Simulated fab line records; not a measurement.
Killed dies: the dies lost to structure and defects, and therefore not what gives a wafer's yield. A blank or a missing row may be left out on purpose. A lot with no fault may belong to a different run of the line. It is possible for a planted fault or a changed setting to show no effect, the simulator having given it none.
Chamber matching | flow n5-finfet | rie-diel-01 running N5_BEOL_M13_ETCH_59: 4 sister chambers
The step etches BARC in N2/H2, target depth 89 nm, overetch 26.7 nm, time 67.9 s. 8 wafers are shown with their chamber, then 8 later ones without.

== WAFERS WITH THEIR CHAMBER ==
wafer  | chamber | drypump-motor-current-A (A) | showerhead-plenum-p-Torr (Torr)
L081.3 | 3       | 4.8                         | 2.50
L088.2 | 1       | 5.2                         | 2.59
L088.3 | 0       | 5.0                         | 2.62
L088.5 | 3       | 4.7                         | 2.49
L094.3 | 2       | 5.6                         | 2.50
L094.4 | 0       | 5.0                         | 2.62
L094.5 | 2       | 5.5                         | 2.50
L089.3 | 1       | 5.2                         | 2.59

== WAFERS MISSING THEIR CHAMBER ==
wafer  | drypump-motor-current-A (A) | showerhead-plenum-p-Torr (Torr)
L089.5 | 5.5                         | 2.50
L089.6 | 5.2                         | 2.59
L087.1 | 5.6                         | 2.49
L087.2 | 5.2                         | 2.59
L087.3 | 5.0                         | 2.62
L086.3 | 5.2                         | 2.58
L086.4 | 4.7                         | 2.48
L086.5 | 5.0                         | 2.61

== EACH ONE'S CHAMBER ==
wafer  | from the rows above | in truth
L089.5 | 2                   | 2
L089.6 | 1                   | 1
L087.1 | 2                   | 2
L087.2 | 1                   | 1
L087.3 | 0                   | 0
L086.3 | 1                   | 1
L086.4 | 3                   | 3
L086.5 | 0                   | 0
8 of 8 placed correctly. From these rows, 0 cannot be placed. 0 placed wrongly.
How it was worked out, from the rows above alone: a wafer's distance from a chamber is the root of the sum, over the readings, of the square of ((its reading less the chamber's mean) divided by the reading's scatter). If the next closest chamber is less than 2 further off than the closest, the wafer can't be placed; otherwise it belongs to the closest. Each chamber's mean is taken over the wafers shown for it. The scatter: take each reading less its chamber's mean, square it, sum over the shown wafers, divide by the number of wafers less the number of chambers, and take the root.
